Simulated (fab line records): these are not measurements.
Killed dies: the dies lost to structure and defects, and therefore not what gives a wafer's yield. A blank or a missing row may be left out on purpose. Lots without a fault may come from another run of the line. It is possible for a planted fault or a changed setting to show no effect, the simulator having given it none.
A sampling plan put to the test + flow n5 finfet + one fab line, 48 faults that these records tell of, each judged on the records of the lots that it struck; 2 more are left out, because the records don't allow judging them
The line's own looks make up the plan; these are the steps of the route where a gauge or inspection reads the wafer and leaves it unchanged. A look is open to judgement when struck wafers have a number at it and the file gives its usual mean and standard deviation on fault-free wafers. Caught: 4 or more of those standard deviations (sigma) separate the usual mean from the mean of the struck wafers at a look after the fault's first step. On the tool: the same test on the tool's own readings at the fault's steps. Another recipe on the struck wafers, or a record that is blank for them alone, also counts as caught.

== THE FAULTS, as the simulator had put them in ==
1. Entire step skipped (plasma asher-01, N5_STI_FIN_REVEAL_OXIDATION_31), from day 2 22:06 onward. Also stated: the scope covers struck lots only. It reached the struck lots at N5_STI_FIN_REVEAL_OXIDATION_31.
2. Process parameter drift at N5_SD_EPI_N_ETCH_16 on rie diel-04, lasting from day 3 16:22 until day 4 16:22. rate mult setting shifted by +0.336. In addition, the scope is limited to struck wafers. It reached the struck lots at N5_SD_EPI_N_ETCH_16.
3. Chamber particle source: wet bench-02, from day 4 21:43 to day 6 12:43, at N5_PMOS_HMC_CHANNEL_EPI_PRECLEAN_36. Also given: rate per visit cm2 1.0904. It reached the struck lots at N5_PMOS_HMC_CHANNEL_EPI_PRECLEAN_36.
4. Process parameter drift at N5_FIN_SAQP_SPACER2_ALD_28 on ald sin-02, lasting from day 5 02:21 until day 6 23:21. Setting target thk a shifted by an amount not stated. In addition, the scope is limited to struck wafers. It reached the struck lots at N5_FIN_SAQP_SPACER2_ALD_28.
5. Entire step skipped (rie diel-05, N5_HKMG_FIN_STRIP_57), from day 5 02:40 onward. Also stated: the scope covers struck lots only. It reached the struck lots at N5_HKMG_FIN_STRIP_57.
6. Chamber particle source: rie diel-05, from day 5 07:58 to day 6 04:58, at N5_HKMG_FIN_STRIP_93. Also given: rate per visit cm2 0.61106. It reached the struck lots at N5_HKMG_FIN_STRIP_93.
7. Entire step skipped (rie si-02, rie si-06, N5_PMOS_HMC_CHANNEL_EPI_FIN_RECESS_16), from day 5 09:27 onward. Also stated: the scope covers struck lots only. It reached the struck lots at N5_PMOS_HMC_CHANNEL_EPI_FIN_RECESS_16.
8. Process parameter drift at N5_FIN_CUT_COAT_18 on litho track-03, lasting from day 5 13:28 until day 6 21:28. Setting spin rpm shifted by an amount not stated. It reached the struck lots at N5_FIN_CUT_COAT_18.
9. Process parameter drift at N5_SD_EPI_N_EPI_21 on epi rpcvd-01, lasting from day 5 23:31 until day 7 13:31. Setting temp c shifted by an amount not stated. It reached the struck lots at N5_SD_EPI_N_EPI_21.
10. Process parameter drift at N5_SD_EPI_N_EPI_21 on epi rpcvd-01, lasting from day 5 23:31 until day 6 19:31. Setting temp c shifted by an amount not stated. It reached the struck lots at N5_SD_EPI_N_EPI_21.
11. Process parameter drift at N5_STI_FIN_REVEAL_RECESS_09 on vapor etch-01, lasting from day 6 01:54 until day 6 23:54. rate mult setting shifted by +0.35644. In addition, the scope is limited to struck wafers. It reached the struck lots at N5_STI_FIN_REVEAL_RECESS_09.
12. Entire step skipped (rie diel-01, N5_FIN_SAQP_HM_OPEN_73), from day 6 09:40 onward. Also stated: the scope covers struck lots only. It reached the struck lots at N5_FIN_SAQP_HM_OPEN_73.
13. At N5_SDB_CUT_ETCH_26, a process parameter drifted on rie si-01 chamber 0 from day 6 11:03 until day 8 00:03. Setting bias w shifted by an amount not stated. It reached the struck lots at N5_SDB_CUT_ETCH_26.
14. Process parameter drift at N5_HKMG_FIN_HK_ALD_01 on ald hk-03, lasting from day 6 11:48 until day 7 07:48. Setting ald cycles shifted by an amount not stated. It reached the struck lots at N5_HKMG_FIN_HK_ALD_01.
15. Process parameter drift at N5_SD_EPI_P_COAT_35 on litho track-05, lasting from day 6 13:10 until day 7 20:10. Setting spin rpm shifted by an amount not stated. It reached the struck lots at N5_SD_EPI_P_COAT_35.
16. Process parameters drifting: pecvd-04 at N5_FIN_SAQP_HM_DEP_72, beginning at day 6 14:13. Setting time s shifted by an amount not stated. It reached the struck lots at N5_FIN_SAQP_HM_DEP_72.
17. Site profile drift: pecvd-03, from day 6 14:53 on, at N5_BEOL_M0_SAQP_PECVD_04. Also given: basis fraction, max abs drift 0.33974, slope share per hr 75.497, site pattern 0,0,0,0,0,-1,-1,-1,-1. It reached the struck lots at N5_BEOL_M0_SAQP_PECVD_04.
18. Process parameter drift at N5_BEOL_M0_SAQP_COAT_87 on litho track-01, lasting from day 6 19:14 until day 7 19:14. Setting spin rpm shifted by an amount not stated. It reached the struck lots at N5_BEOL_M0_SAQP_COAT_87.
19. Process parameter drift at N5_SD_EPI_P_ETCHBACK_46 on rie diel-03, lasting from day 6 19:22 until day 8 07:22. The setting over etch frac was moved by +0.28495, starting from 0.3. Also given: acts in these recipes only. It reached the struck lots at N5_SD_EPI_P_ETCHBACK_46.
20. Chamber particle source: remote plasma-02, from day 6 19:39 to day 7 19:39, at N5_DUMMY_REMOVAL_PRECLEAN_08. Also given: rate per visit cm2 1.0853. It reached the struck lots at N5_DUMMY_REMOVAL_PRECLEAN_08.
21. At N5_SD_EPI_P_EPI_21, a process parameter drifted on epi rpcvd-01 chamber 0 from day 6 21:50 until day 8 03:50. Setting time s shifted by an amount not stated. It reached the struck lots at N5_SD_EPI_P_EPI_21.
22. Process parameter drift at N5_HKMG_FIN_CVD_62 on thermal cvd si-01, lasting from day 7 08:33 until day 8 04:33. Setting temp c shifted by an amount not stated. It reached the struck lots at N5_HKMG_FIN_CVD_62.
23. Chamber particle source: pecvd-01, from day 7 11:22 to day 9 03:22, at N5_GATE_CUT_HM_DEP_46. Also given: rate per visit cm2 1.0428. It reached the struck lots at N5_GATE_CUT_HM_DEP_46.
24. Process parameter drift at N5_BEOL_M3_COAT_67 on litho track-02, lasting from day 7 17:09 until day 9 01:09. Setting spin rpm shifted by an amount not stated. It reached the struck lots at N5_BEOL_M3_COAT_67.
25. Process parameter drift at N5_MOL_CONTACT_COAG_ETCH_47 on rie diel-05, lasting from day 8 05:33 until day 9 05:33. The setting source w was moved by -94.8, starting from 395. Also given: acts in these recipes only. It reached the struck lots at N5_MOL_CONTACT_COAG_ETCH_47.
26. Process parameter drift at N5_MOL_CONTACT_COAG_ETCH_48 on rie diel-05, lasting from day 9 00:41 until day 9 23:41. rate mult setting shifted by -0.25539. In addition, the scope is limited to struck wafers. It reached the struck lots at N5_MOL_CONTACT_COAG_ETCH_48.
27. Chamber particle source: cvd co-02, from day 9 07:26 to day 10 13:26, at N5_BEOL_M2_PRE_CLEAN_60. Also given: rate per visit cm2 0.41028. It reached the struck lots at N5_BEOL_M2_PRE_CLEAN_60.
28. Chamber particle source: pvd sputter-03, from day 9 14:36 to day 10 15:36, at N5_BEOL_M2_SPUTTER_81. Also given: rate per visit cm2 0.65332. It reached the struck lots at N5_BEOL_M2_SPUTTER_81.
29. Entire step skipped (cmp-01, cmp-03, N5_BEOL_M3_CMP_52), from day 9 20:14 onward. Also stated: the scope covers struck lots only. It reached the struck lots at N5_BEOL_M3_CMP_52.
30. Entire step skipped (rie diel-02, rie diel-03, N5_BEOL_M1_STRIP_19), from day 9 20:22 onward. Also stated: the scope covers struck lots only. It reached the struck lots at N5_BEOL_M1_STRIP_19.
31. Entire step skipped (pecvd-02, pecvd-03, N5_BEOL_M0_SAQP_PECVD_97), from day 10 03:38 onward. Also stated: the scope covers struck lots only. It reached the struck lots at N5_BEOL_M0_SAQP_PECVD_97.
32. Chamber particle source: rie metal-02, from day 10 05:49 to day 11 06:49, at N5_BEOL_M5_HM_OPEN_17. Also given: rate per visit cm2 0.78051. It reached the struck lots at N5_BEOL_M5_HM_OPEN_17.
33. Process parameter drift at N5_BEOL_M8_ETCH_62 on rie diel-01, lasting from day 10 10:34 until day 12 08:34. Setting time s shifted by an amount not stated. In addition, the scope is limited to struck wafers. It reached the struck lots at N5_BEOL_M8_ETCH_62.
34. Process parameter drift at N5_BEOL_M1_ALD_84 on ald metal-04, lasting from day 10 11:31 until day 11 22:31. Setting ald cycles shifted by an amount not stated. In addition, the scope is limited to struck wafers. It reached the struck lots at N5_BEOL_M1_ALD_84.
35. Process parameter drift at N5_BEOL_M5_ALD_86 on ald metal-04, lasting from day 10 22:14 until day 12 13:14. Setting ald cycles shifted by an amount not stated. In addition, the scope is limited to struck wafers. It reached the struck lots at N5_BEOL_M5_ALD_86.
36. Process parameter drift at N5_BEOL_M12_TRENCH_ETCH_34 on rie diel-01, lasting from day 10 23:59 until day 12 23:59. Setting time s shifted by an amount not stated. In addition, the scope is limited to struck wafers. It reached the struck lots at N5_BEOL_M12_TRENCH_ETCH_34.
37. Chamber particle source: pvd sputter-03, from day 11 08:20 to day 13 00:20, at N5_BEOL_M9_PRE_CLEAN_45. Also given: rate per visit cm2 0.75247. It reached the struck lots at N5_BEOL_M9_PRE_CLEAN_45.
38. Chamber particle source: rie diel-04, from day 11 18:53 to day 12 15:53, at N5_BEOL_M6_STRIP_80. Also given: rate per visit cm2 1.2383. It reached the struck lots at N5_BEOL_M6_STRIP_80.
39. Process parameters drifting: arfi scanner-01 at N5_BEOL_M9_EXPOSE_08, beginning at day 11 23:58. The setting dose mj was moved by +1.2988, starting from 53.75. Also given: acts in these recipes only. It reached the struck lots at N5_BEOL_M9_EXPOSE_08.
40. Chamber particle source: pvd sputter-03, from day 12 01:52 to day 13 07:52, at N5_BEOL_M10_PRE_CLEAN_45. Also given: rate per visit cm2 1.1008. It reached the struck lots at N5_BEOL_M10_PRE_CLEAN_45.
41. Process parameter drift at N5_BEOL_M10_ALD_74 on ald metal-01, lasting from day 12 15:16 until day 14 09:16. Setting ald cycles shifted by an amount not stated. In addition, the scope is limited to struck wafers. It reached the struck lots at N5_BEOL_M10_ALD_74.
42. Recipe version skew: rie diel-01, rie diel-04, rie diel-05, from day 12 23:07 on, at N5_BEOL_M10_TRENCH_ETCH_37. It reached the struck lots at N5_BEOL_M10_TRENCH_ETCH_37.
43. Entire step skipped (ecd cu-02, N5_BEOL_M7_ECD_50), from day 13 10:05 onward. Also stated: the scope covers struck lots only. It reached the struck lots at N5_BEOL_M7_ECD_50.
44. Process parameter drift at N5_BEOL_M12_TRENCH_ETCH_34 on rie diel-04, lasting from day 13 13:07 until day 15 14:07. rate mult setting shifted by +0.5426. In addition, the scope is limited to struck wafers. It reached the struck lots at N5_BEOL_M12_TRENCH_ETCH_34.
45. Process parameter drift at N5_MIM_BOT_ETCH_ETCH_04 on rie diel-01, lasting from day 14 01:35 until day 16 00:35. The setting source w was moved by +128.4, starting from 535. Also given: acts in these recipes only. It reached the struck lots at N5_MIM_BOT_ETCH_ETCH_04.
46. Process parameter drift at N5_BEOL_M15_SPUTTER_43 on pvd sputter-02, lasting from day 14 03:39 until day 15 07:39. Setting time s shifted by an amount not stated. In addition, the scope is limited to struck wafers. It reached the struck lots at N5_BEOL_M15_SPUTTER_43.
47. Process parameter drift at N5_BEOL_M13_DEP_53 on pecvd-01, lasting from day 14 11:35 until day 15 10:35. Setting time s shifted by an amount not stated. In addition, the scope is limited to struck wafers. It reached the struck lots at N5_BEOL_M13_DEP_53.
48. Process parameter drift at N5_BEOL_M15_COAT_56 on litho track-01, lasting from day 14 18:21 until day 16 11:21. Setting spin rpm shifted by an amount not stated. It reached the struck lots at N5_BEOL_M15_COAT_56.

== WHAT THE PLAN SAW ==
| fault | on the tool itself                               | first look that catches it                      | reading, sigma                                         | median hours from its first step to that look | hours from the fault's start to the first struck lot there | judged looks passed uncaught |
|-------|--------------------------------------------------|-------------------------------------------------|--------------------------------------------------------|-----------------------------------------------|------------------------------------------------------------|------------------------------|
| 1     | the tool's record is blank for the struck wafers | not the one look that can be judged after it    | strongest: cd nm at N5_STI_FIN_REVEAL_CD_MEAS_22, +3.6 | -                                             | -                                                          | 1                            |
| 2     | under 2 sigma                                    | no look after it can be judged                  | -                                                      | -                                             | -                                                          | 0                            |
| 3     | no reading that can be judged                    | no look after it can be judged                  | -                                                      | -                                             | -                                                          | 0                            |
| 4     | under 2 sigma                                    | N5_FIN_SAQP_CD_MEAS_31                          | cd nm +25                                              | 0.5                                           | 8                                                          | 0                            |
| 5     | the tool's record is blank for the struck wafers | N5_HKMG_FIN_INSPECT_14                          | raw defect count +13                                   | 2.9                                           | 5                                                          | 0                            |
| 6     | under 2 sigma                                    | no look after it can be judged                  | -                                                      | -                                             | -                                                          | 0                            |
| 7     | the tool's record is blank for the struck wafers | no look after it can be judged                  | -                                                      | -                                             | -                                                          | 0                            |
| 8     | spin speed rpm +99 or beyond sigma               | no look after it can be judged                  | -                                                      | -                                             | -                                                          | 0                            |
| 9     | susceptor temp C +5.5 sigma                      | no look after it can be judged                  | -                                                      | -                                             | -                                                          | 0                            |
| 10    | susceptor temp C -10 sigma                       | not the one look that can be judged after it    | strongest: thk nm at N5_SD_EPI_N_EPI_MEAS_23, -2.7     | -                                             | -                                                          | 1                            |
| 11    | under 2 sigma                                    | N5_STI_FIN_REVEAL_FIN_H_MEAS_10                 | trench depth nm +16                                    | 2.7                                           | 7                                                          | 0                            |
| 12    | the tool's record is blank for the struck wafers | no look after it can be judged                  | -                                                      | -                                             | -                                                          | 0                            |
| 13    | under 2 sigma                                    | no look after it can be judged                  | -                                                      | -                                             | -                                                          | 0                            |
| 14    | under 2 sigma                                    | N5_HKMG_FIN_THK_MEAS_70                         | HK_THK -40                                             | 3.7                                           | 6                                                          | 1                            |
| 15    | spin speed rpm +32 sigma                         | none of the 3 looks that can be judged after it | -                                                      | -                                             | -                                                          | 3                            |
| 16    | under 2 sigma                                    | none of the 3 looks that can be judged after it | -                                                      | -                                             | -                                                          | 3                            |
| 17    | under 2 sigma                                    | N5_BEOL_M0_SAQP_THK_MEAS_05                     | thk nm -10                                             | 0.1                                           | 4                                                          | 0                            |
| 18    | spin speed rpm +89 sigma                         | none of the 4 looks that can be judged after it | -                                                      | -                                             | -                                                          | 4                            |
| 19    | under 2 sigma                                    | no look after it can be judged                  | -                                                      | -                                             | -                                                          | 0                            |
| 20    | no reading that can be judged                    | not the one look that can be judged after it    | -                                                      | -                                             | -                                                          | 1                            |
| 21    | under 2 sigma                                    | none of the 7 looks that can be judged after it | strongest: thk nm at N5_SD_EPI_P_EPI_MEAS_23, -3.5     | -                                             | -                                                          | 7                            |
| 22    | susceptor temp C +51 sigma                       | no look after it can be judged                  | -                                                      | -                                             | -                                                          | 0                            |
| 23    | under 2 sigma                                    | N5_GATE_CUT_INSPECT_15                          | raw defect count +17                                   | 0.5                                           | 9                                                          | 0                            |
| 24    | spin speed rpm -99 or beyond sigma               | not the one look that can be judged after it    | -                                                      | -                                             | -                                                          | 1                            |
| 25    | rf fwd power W -49 sigma                         | no look after it can be judged                  | -                                                      | -                                             | -                                                          | 0                            |
| 26    | under 2 sigma                                    | no look after it can be judged                  | -                                                      | -                                             | -                                                          | 0                            |
| 27    | under 2 sigma                                    | N5_BEOL_M2_INSPECT_59                           | raw defect count +13                                   | 0.2                                           | 6                                                          | 0                            |
| 28    | under 2 sigma                                    | no look after it can be judged                  | -                                                      | -                                             | -                                                          | 0                            |
| 29    | the tool's record is blank for the struck wafers | N5_BEOL_M3_THK_MEAS_53                          | M3_THK +99 or beyond                                   | 0.3                                           | 2                                                          | 0                            |
| 30    | the tool's record is blank for the struck wafers | not the one look that can be judged after it    | -                                                      | -                                             | -                                                          | 1                            |
| 31    | the tool's record is blank for the struck wafers | no look after it can be judged                  | -                                                      | -                                             | -                                                          | 0                            |
| 32    | under 2 sigma                                    | N5_BEOL_M5_INSPECT_30                           | raw defect count +6.4                                  | 0.8                                           | 11                                                         | 0                            |
| 33    | under 2 sigma                                    | no look after it can be judged                  | -                                                      | -                                             | -                                                          | 0                            |
| 34    | under 2 sigma                                    | N5_BEOL_M4_RC_MEAS_101                          | SERP_M1 +4.2                                           | 42.2                                          | 53                                                         | 0                            |
| 35    | under 2 sigma                                    | no look after it can be judged                  | -                                                      | -                                             | -                                                          | 0                            |
| 36    | under 2 sigma                                    | N5_BEOL_M12_OCD_MEAS_35                         | trench depth nm -5.8                                   | 0.1                                           | 2                                                          | 0                            |
| 37    | under 2 sigma                                    | not the one look that can be judged after it    | -                                                      | -                                             | -                                                          | 1                            |
| 38    | under 2 sigma                                    | no look after it can be judged                  | -                                                      | -                                             | -                                                          | 0                            |
| 39    | exposure dose mJ cm2 +19 sigma                   | none of the 3 looks that can be judged after it | strongest: cd nm at N5_BEOL_M9_CD_MEAS_11, +2.1        | -                                             | -                                                          | 3                            |
| 40    | under 2 sigma                                    | no look after it can be judged                  | -                                                      | -                                             | -                                                          | 0                            |
| 41    | under 2 sigma                                    | N5_BEOL_M15_RC_MEAS_101                         | COMB_M10 +60                                           | 34.8                                          | 34                                                         | 0                            |
| 42    | run length s -24 sigma                           | N5_BEOL_M10_OCD_MEAS_38                         | trench depth nm -14                                    | 0.2                                           | 6                                                          | 0                            |
| 43    | no reading that can be judged                    | no look after it can be judged                  | -                                                      | -                                             | -                                                          | 0                            |
| 44    | only faintly: oes product au +3.3 sigma          | N5_BEOL_M12_OCD_MEAS_35                         | trench depth nm +27                                    | 0.2                                           | 9                                                          | 0                            |
| 45    | rf fwd power W +70 sigma                         | no look after it can be judged                  | -                                                      | -                                             | -                                                          | 0                            |
| 46    | under 2 sigma                                    | no look after it can be judged                  | -                                                      | -                                             | -                                                          | 0                            |
| 47    | under 2 sigma                                    | not the one look that can be judged after it    | -                                                      | -                                             | -                                                          | 1                            |
| 48    | spin speed rpm +55 sigma                         | no look after it can be judged                  | -                                                      | -                                             | -                                                          | 0                            |
A dash: the fault is not caught, or the number is missing from these records.

Caught at a look: 14 of 48. Caught on the tool: 19 of 48. By one or the other: 30 of 48.
Faults caught by the tool alone: 1, 7, 8, 9, 10, 12, 15, 18, 22, 24, 25, 30, 31, 39, 45, 48.
Caught at a look alone: faults 4, 11, 14, 17, 23, 27, 32, 34, 36, 41, 44.
Caught by neither: faults 2, 3, 6, 13, 16, 19, 20, 21, 26, 28, 33, 35, 37, 38, 40, 43, 46, 47.

== THINNER SAMPLING ==
If the look that catches a fault measured only every second or every third lot, by lot number, the first struck lot would be measured this late in the worst case:
| fault | struck lots at that look, in order of time | every lot | every second lot | every third lot |
|-------|--------------------------------------------|-----------|------------------|-----------------|
| 4     | L246, L247                                 | 8 h       | 11 h             | may miss all 2  |
| 5     | L952, L953                                 | 5 h       | 11 h             | may miss all 2  |
| 11    | L829, L830                                 | 7 h       | 12 h             | may miss all 2  |
| 14    | L272, L275                                 | 6 h       | 22 h             | may miss all 2  |
| 17    | L672, L673                                 | 4 h       | 17 h             | may miss all 2  |
| 23    | L776, L777                                 | 9 h       | 11 h             | may miss all 2  |
| 27    | L166, L168                                 | 6 h       | may miss all 2   | may miss all 2  |
| 29    | L235, L234                                 | 2 h       | 2 h              | may miss all 2  |
| 32    | L651, L653                                 | 11 h      | may miss all 2   | may miss all 2  |
| 34    | L736, L740                                 | 53 h      | may miss all 2   | may miss all 2  |
| 36    | L405, L406                                 | 2 h       | 21 h             | may miss all 2  |
| 41    | L812, L813, L816                           | 34 h      | 49 h             | may miss all 3  |
| 42    | L848, L850, L849                           | 6 h       | 17 h             | 17 h            |
| 44    | L439, L438, L444                           | 9 h       | 18 h             | may miss all 3  |
Hours count from the start of the fault until the first struck lot that is measured. The test against the limit of 4 sigma pooled every struck wafer, which means one lot taken alone may stay below that limit. Other struck lots may not be in these records.

== THE LONGEST TIMED WAY FROM STEP TO LOOK ==
In fault 34, a median of 42.2 hours elapses between N5_BEOL_M1_ALD_84 and N5_BEOL_M4_RC_MEAS_101. No look between them can be judged.
